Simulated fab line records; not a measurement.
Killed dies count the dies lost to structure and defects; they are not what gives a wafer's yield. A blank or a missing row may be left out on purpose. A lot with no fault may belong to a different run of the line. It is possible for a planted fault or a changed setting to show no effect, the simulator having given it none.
Which of the tools did it? | flow nand_harc | Sampling: 24 lots, 72 wafers, 5 of 1159 route steps

== WHAT THE GAUGES READ, wafer by wafer ==
NHARC_P_M1_CD_MEAS_09: the cd target is 130 nm. Usual: cd_nm reads 130.6 nm (standard deviation 0.82).
lot  | measured     | on        | cd_nm (nm)        | flag
L074 | day 6 09:14  | cd_sem-02 | 131.3 130.1 131.3 |
L075 | day 6 09:52  | cd_sem-02 | 131.1 129.0 131.0 |
L077 | day 6 18:08  | cd_sem-03 | 131.1 130.9 130.6 |
L076 | day 6 18:49  | cd_sem-01 | 131.0 130.3 131.7 |
L078 | day 6 23:56  | cd_sem-03 | 131.2 131.0 130.3 |
L079 | day 7 00:40  | cd_sem-02 | 129.3 129.3 131.1 |
L081 | day 7 14:33  | cd_sem-02 | 129.2 131.8 130.7 |
L080 | day 7 15:46  | cd_sem-02 | 130.6 131.1 130.2 |
L082 | day 8 06:33  | cd_sem-01 | 131.1 130.8 131.8 |
L083 | day 8 07:15  | cd_sem-01 | 130.6 129.9 129.1 |
L084 | day 8 12:46  | cd_sem-02 | 130.8 131.9 130.7 |
L085 | day 8 13:33  | cd_sem-03 | 131.0 131.0 131.1 |
L088 | day 9 06:15  | cd_sem-02 | 127.8 130.2 129.5 |
L086 | day 9 07:20  | cd_sem-02 | 130.5 131.0 131.8 |
L087 | day 9 08:01  | cd_sem-01 | 129.8 130.4 131.4 |
L089 | day 10 06:34 | cd_sem-03 | 130.4 130.5 130.7 |
L090 | day 10 07:08 | cd_sem-01 | 130.5 130.6 130.4 |
L091 | day 10 08:13 | cd_sem-01 | 131.1 130.5 130.3 |
L092 | day 10 08:34 | cd_sem-02 | 131.0 131.0 130.8 |
L093 | day 10 12:44 | cd_sem-02 | 130.7 131.3 131.5 |
L094 | day 10 20:13 | cd_sem-03 | 131.4 130.1 130.9 |
L095 | day 11 09:50 | cd_sem-01 | 132.2 129.9 132.1 |
L096 | day 11 11:31 | cd_sem-01 | 130.6 129.8 130.7 |
L097 | day 11 12:03 | cd_sem-03 | 130.1 129.9 130.2 |

NHARC_P_M2_THK_MEAS_24: measures by xrf. Usual: thk_nm reads 144.1 nm (standard deviation 1.5).
lot  | measured     | on            | thk_nm (nm)       | flag
L074 | day 6 15:59  | film_metro-01 | 143.1 145.4 144.0 |
L075 | day 6 16:38  | film_metro-02 | 144.2 143.9 145.4 |
L077 | day 7 00:55  | film_metro-01 | 142.4 143.6 143.4 |
L076 | day 7 01:39  | film_metro-01 | 146.6 145.5 144.6 |
L078 | day 7 06:40  | film_metro-02 | 144.0 143.8 143.4 |
L079 | day 7 07:29  | film_metro-02 | 142.7 143.8 143.9 |
L081 | day 7 21:25  | film_metro-01 | 144.0 142.3 144.2 |
L080 | day 7 22:39  | film_metro-01 | 144.0 143.2 142.9 |
L082 | day 8 13:52  | film_metro-02 | 144.7 143.9 146.3 |
L083 | day 8 14:11  | film_metro-01 | 143.9 140.3 145.2 |
L084 | day 8 19:54  | film_metro-02 | 142.0 141.0 143.8 |
L085 | day 8 20:22  | film_metro-01 | 145.3 143.7 145.7 |
L088 | day 9 13:01  | film_metro-01 | 146.0 143.4 144.1 |
L086 | day 9 14:02  | film_metro-01 | 144.8 141.8 148.8 |
L087 | day 9 14:44  | film_metro-01 | 142.4 143.9 144.6 |
L089 | day 10 13:32 | film_metro-02 | 146.0 143.0 145.5 |
L090 | day 10 14:29 | film_metro-02 | 143.3 143.8 143.2 |
L091 | day 10 15:01 | film_metro-02 | 141.8 143.7 143.4 |
L092 | day 10 16:00 | film_metro-01 | 145.9 143.4 143.5 |
L093 | day 10 19:39 | film_metro-01 | 146.9 143.6 145.8 |
L094 | day 11 02:56 | film_metro-01 | 141.8 142.0 143.5 |
L095 | day 11 16:34 | film_metro-02 | 143.9 143.2 144.4 |
L096 | day 11 19:04 | film_metro-02 | 143.1 144.9 144.0 |
L097 | day 11 19:18 | film_metro-01 | 145.1 143.1 145.9 |

NHARC_P_M2_INSPECT_27. Usual: raw_defect_count reads 378 (standard deviation 160).
lot  | measured     | on                | raw_defect_count | flag
L074 | day 6 16:09  | defect_inspect-02 | 218 186 187      |
L075 | day 6 16:47  | defect_inspect-01 | 326 582 308      |
L077 | day 7 01:04  | defect_inspect-01 | 543 352 342      |
L076 | day 7 01:49  | defect_inspect-01 | 351 589 375      |
L078 | day 7 06:50  | defect_inspect-02 | 278 220 247      |
L079 | day 7 07:38  | defect_inspect-02 | 204 309 361      |
L081 | day 7 21:35  | defect_inspect-02 | 273 446 542      |
L080 | day 7 22:49  | defect_inspect-01 | 434 689 304      |
L082 | day 8 14:01  | defect_inspect-01 | 647 325 1329     |
L083 | day 8 14:21  | defect_inspect-01 | 367 385 384      |
L084 | day 8 20:03  | defect_inspect-02 | 298 213 220      |
L085 | day 8 20:32  | defect_inspect-02 | 276 258 455      |
L088 | day 9 13:10  | defect_inspect-02 | 490 460 373      |
L086 | day 9 14:11  | defect_inspect-02 | 578 763 507      |
L087 | day 9 14:53  | defect_inspect-01 | 355 387 477      |
L089 | day 10 13:42 | defect_inspect-02 | 187 142 261      |
L090 | day 10 14:40 | defect_inspect-01 | 245 361 386      |
L091 | day 10 15:10 | defect_inspect-01 | 356 337 392      |
L092 | day 10 16:10 | defect_inspect-01 | 483 202 262      |
L093 | day 10 19:49 | defect_inspect-01 | 179 334 260      |
L094 | day 11 03:05 | defect_inspect-02 | 255 432 353      |
L095 | day 11 16:43 | defect_inspect-02 | 512 457 371      |
L096 | day 11 19:14 | defect_inspect-01 | 364 318 398      |
L097 | day 11 19:28 | defect_inspect-02 | 211 320 385      |

== EACH LOT AND THE TOOL THAT RAN IT (in order: tool; ch and the chambers of the sampled wafers; start) ==
lot  | NHARC_P_M0_PVD_20                       | NHARC_P_M1_ETCH_15
L074 | pvd_sputter-03, day 6 09:14 or earlier  | rie_diel-03 ch 0,1,2, day 6 15:59 or earlier
L075 | pvd_sputter-03, day 6 09:52 or earlier  | rie_diel-03 ch 1,3, day 6 16:38 or earlier
L077 | pvd_sputter-02, day 6 18:08 or earlier  | rie_diel-11 ch 0,1, day 7 00:55 or earlier
L076 | pvd_sputter-01, day 6 18:49 or earlier  | rie_diel-11 ch 0,1,3, day 7 01:39 or earlier
L078 | pvd_sputter-02, day 6 23:56 or earlier  | rie_diel-03 ch 0,1,2, day 7 06:40 or earlier
L079 | pvd_sputter-01, day 7 00:40 or earlier  | rie_diel-05 ch 0,2,3, day 7 07:29 or earlier
L081 | pvd_sputter-03, day 7 14:33 or earlier  | rie_diel-11 ch 0,2, day 7 21:25 or earlier
L080 | pvd_sputter-02, day 7 15:46 or earlier  | rie_diel-03 ch 0,2,3, day 7 22:39 or earlier
L082 | pvd_sputter-01, day 8 06:33 or earlier  | rie_diel-03 ch 1,2,3, day 8 13:52 or earlier
L083 | pvd_sputter-02, day 8 07:15 or earlier  | rie_diel-11 ch 0,2,3, day 8 14:11 or earlier
L084 | pvd_sputter-03, day 8 12:46 or earlier  | rie_diel-11 ch 0,1,3, day 8 19:54 or earlier
L085 | pvd_sputter-02, day 8 13:33 or earlier  | rie_diel-11 ch 2,3, day 8 20:22 or earlier
L088 | pvd_sputter-03, day 9 06:15 or earlier  | rie_diel-05 ch 0,1, day 9 13:01 or earlier
L086 | pvd_sputter-01, day 9 07:20 or earlier  | rie_diel-05 ch 0,1,2, day 9 14:02 or earlier
L087 | pvd_sputter-03, day 9 08:01 or earlier  | rie_diel-11 ch 0,2,3, day 9 14:44 or earlier
L089 | pvd_sputter-01, day 10 06:34 or earlier | rie_diel-05 ch 2,3, day 10 13:32 or earlier
L090 | pvd_sputter-01, day 10 07:08 or earlier | rie_diel-05 ch 0,3, day 10 14:29 or earlier
L091 | pvd_sputter-01, day 10 08:13 or earlier | rie_diel-03 ch 2,3, day 10 15:01 or earlier
L092 | pvd_sputter-03, day 10 08:34 or earlier | rie_diel-11 ch 0,1,2, day 10 16:00 or earlier
L093 | pvd_sputter-03, day 10 12:44 or earlier | rie_diel-11 ch 1,2,3, day 10 19:39 or earlier
L094 | pvd_sputter-03, day 10 20:13 or earlier | rie_diel-11 ch 0,1,2, day 11 02:56 or earlier
L095 | pvd_sputter-02, day 11 09:50 or earlier | rie_diel-05 ch 0,2,3, day 11 16:34 or earlier
L096 | pvd_sputter-03, day 11 11:31 or earlier | rie_diel-11 ch 1,2,3, day 11 19:04 or earlier
L097 | pvd_sputter-02, day 11 12:03 or earlier | rie_diel-03 ch 1,2, day 11 19:18 or earlier
- NHARC_P_M0_PVD_20: deposits TaN, target thk 5 nm, time 8.06 s.
- NHARC_P_M1_ETCH_15: etches the open film in C4F8/Ar, target depth 182.5 nm, time 91.2 s.

== AS READ BY THE TOOLS THEMSELVES (means over the sampled wafers that have a number; for cases with no such wafer, the mark the record gives instead) ==
NHARC_P_M0_PVD_20. Usual: substrate_temp_c 49.98 C, standard deviation 0.11; throttle_valve_pct 29.9 %, standard deviation 1.1.
lot  | tool           | substrate_temp_c (C) | throttle_valve_pct (%) | flag
L074 | pvd_sputter-03 | 50.08                | 30.1                   |
L075 | pvd_sputter-03 | 49.90                | 29.7                   |
L077 | pvd_sputter-02 | 50.07                | 30.6                   |
L076 | pvd_sputter-01 | 50.01                | 28.8                   |
L078 | pvd_sputter-02 | 49.93                | 29.8                   |
L079 | pvd_sputter-01 | 50.01                | 29.2                   |
L081 | pvd_sputter-03 | 49.91                | 29.7                   |
L080 | pvd_sputter-02 | 50.01                | 30.2                   |
L082 | pvd_sputter-01 | 50.03                | 29.7                   |
L083 | pvd_sputter-02 | 50.03                | 29.8                   |
L084 | pvd_sputter-03 | 50.03                | 29.6                   |
L085 | pvd_sputter-02 | 50.06                | 30.1                   |
L088 | pvd_sputter-03 | 49.96                | 30.3                   |
L086 | pvd_sputter-01 | 50.01                | 28.8                   |
L087 | pvd_sputter-03 | 50.01                | 30.3                   |
L089 | pvd_sputter-01 | 49.99                | 28.6                   |
L090 | pvd_sputter-01 | 49.95                | 29.8                   |
L091 | pvd_sputter-01 | 49.95                | 29.7                   |
L092 | pvd_sputter-03 | 49.87                | 30.3                   |
L093 | pvd_sputter-03 | 49.85                | 30.8                   |
L094 | pvd_sputter-03 | 49.79                | 29.7                   |
L095 | pvd_sputter-02 | 50.10                | 28.9                   |
L096 | pvd_sputter-03 | 49.91                | 29.7                   |
L097 | pvd_sputter-02 | 49.99                | 30.3                   |

NHARC_P_M1_ETCH_15. Usual: oes_product_au 0.955 a.u., standard deviation 0.023; rf_vpp_V 441.3 V, standard deviation 2.4.
lot  | tool        | oes_product_au (a.u.) | rf_vpp_V (V) | flag
L074 | rie_diel-03 | 0.963                 | 440.4        |
L075 | rie_diel-03 | 0.968                 | 438.5        |
L077 | rie_diel-11 | 0.978                 | 443.0        |
L076 | rie_diel-11 | 0.928                 | 441.6        |
L078 | rie_diel-03 | 0.912                 | 441.6        |
L079 | rie_diel-05 | 0.959                 | 442.4        |
L081 | rie_diel-11 | 0.980                 | 443.3        |
L080 | rie_diel-03 | 0.919                 | 440.8        |
L082 | rie_diel-03 | 0.950                 | 439.0        |
L083 | rie_diel-11 | 0.942                 | 442.5        |
L084 | rie_diel-11 | 0.984                 | 442.7        |
L085 | rie_diel-11 | 0.932                 | 441.9        |
L088 | rie_diel-05 | 0.922                 | 438.6        |
L086 | rie_diel-05 | 0.961                 | 438.6        |
L087 | rie_diel-11 | 0.975                 | 442.8        |
L089 | rie_diel-05 | 0.934                 | 442.1        |
L090 | rie_diel-05 | 0.973                 | 443.4        |
L091 | rie_diel-03 | 0.963                 | 437.5        |
L092 | rie_diel-11 | 0.935                 | 442.7        |
L093 | rie_diel-11 | 0.972                 | 442.2        |
L094 | rie_diel-11 | 0.968                 | 441.9        |
L095 | rie_diel-05 | 0.945                 | 441.0        |
L096 | rie_diel-11 | 0.968                 | 441.7        |
L097 | rie_diel-03 | 0.972                 | 440.1        |

== THE ANSWER, worked out from the rows above alone ==
Rule: lot off if the mean of its wafers having a number is beyond 3 standard deviations from the usual mean. Also off: a lot with no number at a reading for which 4 or more lots have one. The other lots that the step has rows for count as sound. First the gauges in route order, then the tools' own readings, where a lot's mean is used as printed above. The first step at which some lot is off is used, and at that step the reading that is off furthest; a lot without a number counts as furthest.
Nothing can be told from this: no lot is off at any reading shown.

== WHAT THE SIMULATOR PUT IN ==
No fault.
